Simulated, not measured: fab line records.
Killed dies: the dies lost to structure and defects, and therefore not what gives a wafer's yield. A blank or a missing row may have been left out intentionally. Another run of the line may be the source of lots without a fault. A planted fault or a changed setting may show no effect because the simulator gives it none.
Shared-tool check / flow nand-harc / Lots sampled 12, wafers sampled 36

## WHAT PROMPTED THE OPENING
On 2 of the 12 lots, a flag is raised at NHARC_P_GATE_CD_MEAS_26 on the reading cd-nm. No-fault wafers: 119.8 nm, standard deviation 0.61.
Rule: a lot is flagged in two cases, either no wafer of it has a number, or all its wafers with numbers fall more than 4 standard deviations from that mean. The rest of the lots are taken to be sound.

lot=L543; measured=day 5 03:53; on=cd-sem-02; cd-nm (nm), wafer by wafer=119.5 119.7 118.8; flag=
lot=L544; measured=day 5 09:06; on=cd-sem-03; cd-nm (nm), wafer by wafer=120.2 119.5 119.3; flag=
lot=L546; measured=day 6 10:10; on=cd-sem-02; cd-nm (nm), wafer by wafer=119.6 120.1 119.8; flag=
lot=L548; measured=day 7 03:53; on=cd-sem-03; cd-nm (nm), wafer by wafer=117.8 119.9 120.0; flag=
lot=L549; measured=day 7 15:26; on=cd-sem-02; cd-nm (nm), wafer by wafer=119.0 118.5 119.6; flag=
lot=L558; measured=day 11 04:24; on=cd-sem-03; cd-nm (nm), wafer by wafer=113.4 112.8 112.6; flag=FLAGGED
lot=L559; measured=day 11 22:19; on=cd-sem-03; cd-nm (nm), wafer by wafer=111.9 113.0 113.2; flag=FLAGGED
lot=L561; measured=day 12 20:50; on=cd-sem-01; cd-nm (nm), wafer by wafer=120.6 120.3 120.4; flag=
lot=L562; measured=day 13 08:14; on=cd-sem-03; cd-nm (nm), wafer by wafer=119.2 120.6 119.8; flag=
lot=L563; measured=day 13 11:28; on=cd-sem-02; cd-nm (nm), wafer by wafer=120.8 120.5 120.2; flag=
lot=L564; measured=day 14 00:11; on=cd-sem-02; cd-nm (nm), wafer by wafer=119.0 119.9 120.0; flag=
lot=L566; measured=day 14 17:40; on=cd-sem-01; cd-nm (nm), wafer by wafer=120.2 119.0 120.3; flag=
On average the flagged lots' numbers are 112.8 nm, which is -7.0 nm against the usual, or -11 standard deviations.

## TOOL THAT RAN EACH LOT
Before the reading, the record contains 2 process steps out of a 1302-step route. Read each cell as the tool, then ch plus the chambers that the sampled wafers visited, then the start.
lot=L543; flag=; NHARC_P_GATE_DESCUM_13=rie-diel-03 ch 1,3, day 4 11:32; NHARC_P_GATE_PEB_24=litho-track-06 ch 0, day 5 03:48
lot=L544; flag=; NHARC_P_GATE_DESCUM_13=rie-diel-03 ch 0,1,3, day 4 18:35; NHARC_P_GATE_PEB_24=litho-track-01 ch 0, day 5 09:01
lot=L546; flag=; NHARC_P_GATE_DESCUM_13=rie-diel-11 ch 0,1,2, day 5 20:49; NHARC_P_GATE_PEB_24=litho-track-01 ch 0, day 6 10:05
lot=L548; flag=; NHARC_P_GATE_DESCUM_13=rie-diel-03 ch 0,1,3, day 6 13:04; NHARC_P_GATE_PEB_24=litho-track-06 ch 0, day 7 03:48
lot=L549; flag=; NHARC_P_GATE_DESCUM_13=rie-diel-06 ch 0,1,2, day 6 20:25; NHARC_P_GATE_PEB_24=litho-track-04 ch 0, day 7 15:22
lot=L558; flag=FLAGGED; NHARC_P_GATE_DESCUM_13=rie-diel-03 ch 0,1,3, day 10 14:23; NHARC_P_GATE_PEB_24=litho-track-06 ch 0, day 11 04:19
lot=L559; flag=FLAGGED; NHARC_P_GATE_DESCUM_13=rie-diel-03 ch 2,3, day 11 02:36; NHARC_P_GATE_PEB_24=litho-track-06 ch 0, day 11 22:14
lot=L561; flag=; NHARC_P_GATE_DESCUM_13=rie-diel-11 ch 0,1,3, day 12 05:28; NHARC_P_GATE_PEB_24=litho-track-04 ch 0, day 12 20:46
lot=L562; flag=; NHARC_P_GATE_DESCUM_13=rie-diel-11 ch 1,2, day 12 16:22; NHARC_P_GATE_PEB_24=litho-track-04 ch 0, day 13 08:09
lot=L563; flag=; NHARC_P_GATE_DESCUM_13=rie-diel-11 ch 0,1,2, day 12 21:17; NHARC_P_GATE_PEB_24=litho-track-04 ch 0, day 13 11:23
lot=L564; flag=; NHARC_P_GATE_DESCUM_13=rie-diel-06 ch 0,3, day 13 04:01; NHARC_P_GATE_PEB_24=litho-track-04 ch 0, day 14 00:06
lot=L566; flag=; NHARC_P_GATE_DESCUM_13=rie-diel-03 ch 1,3, day 14 00:17; NHARC_P_GATE_PEB_24=litho-track-04 ch 0, day 14 17:35
What the steps here do:
- NHARC_P_GATE_DESCUM_13: chemistry O2, time 3 s.
- NHARC_P_GATE_PEB_24: peb time 65 s.
- NHARC_P_GATE_CD_MEAS_26: target cd 120 nm.

## FLAGGED OVER TOTAL, TOOL BY TOOL (the gauges that took the reading come last)
step=NHARC_P_GATE_DESCUM_13; tool=rie-diel-03; lots run=6; flagged=2; share of the flagged lots=all; sound lots run after its first flagged lot=1 (L566)
step=NHARC_P_GATE_DESCUM_13; tool=rie-diel-06; lots run=2; flagged=0; share of the flagged lots=none; sound lots run after its first flagged lot=-
step=NHARC_P_GATE_DESCUM_13; tool=rie-diel-11; lots run=4; flagged=0; share of the flagged lots=none; sound lots run after its first flagged lot=-
step=NHARC_P_GATE_PEB_24; tool=litho-track-01; lots run=2; flagged=0; share of the flagged lots=none; sound lots run after its first flagged lot=-
step=NHARC_P_GATE_PEB_24; tool=litho-track-04; lots run=6; flagged=0; share of the flagged lots=none; sound lots run after its first flagged lot=-
step=NHARC_P_GATE_PEB_24; tool=litho-track-06; lots run=4; flagged=2; share of the flagged lots=all; sound lots run after its first flagged lot=0
step=NHARC_P_GATE_CD_MEAS_26; tool=cd-sem-01; lots run=2; flagged=0; share of the flagged lots=none; sound lots run after its first flagged lot=-
step=NHARC_P_GATE_CD_MEAS_26; tool=cd-sem-02; lots run=5; flagged=0; share of the flagged lots=none; sound lots run after its first flagged lot=-
step=NHARC_P_GATE_CD_MEAS_26; tool=cd-sem-03; lots run=5; flagged=2; share of the flagged lots=all; sound lots run after its first flagged lot=1 (L562)

## WHAT THE TABLE PERMITS
rie-diel-03 at NHARC_P_GATE_DESCUM_13, litho-track-06 at NHARC_P_GATE_PEB_24 and cd-sem-03 at NHARC_P_GATE_CD_MEAS_26: these 3 rows of the table ran every flagged lot.
- rie-diel-03 at NHARC_P_GATE_DESCUM_13 ran 6 lots, 2 of them flagged. Sound lots ran on it after the first flagged one (L566), which a lasting fault on the whole tool wouldn't allow.
- litho-track-06 at NHARC_P_GATE_PEB_24 ran 4 lots, 2 of them flagged. Its last sound lot is L548 (day 7 03:48), its first flagged lot L558 (day 11 04:19): a fault that began between those two fits.
- cd-sem-03 at NHARC_P_GATE_CD_MEAS_26 ran 5 lots, 2 of them flagged. Sound lots ran on it after the first flagged one (L562), which a lasting fault on the whole tool wouldn't allow.
What remains is a single tool, litho-track-06 at NHARC_P_GATE_PEB_24.

## WHAT WAS PUT IN BY THE SIMULATOR
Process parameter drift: litho-track-06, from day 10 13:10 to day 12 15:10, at NHARC_P_GATE_PEB_24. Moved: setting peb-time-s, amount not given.
Struck lots among those shown: L558, L559. Same finding as the rule above.
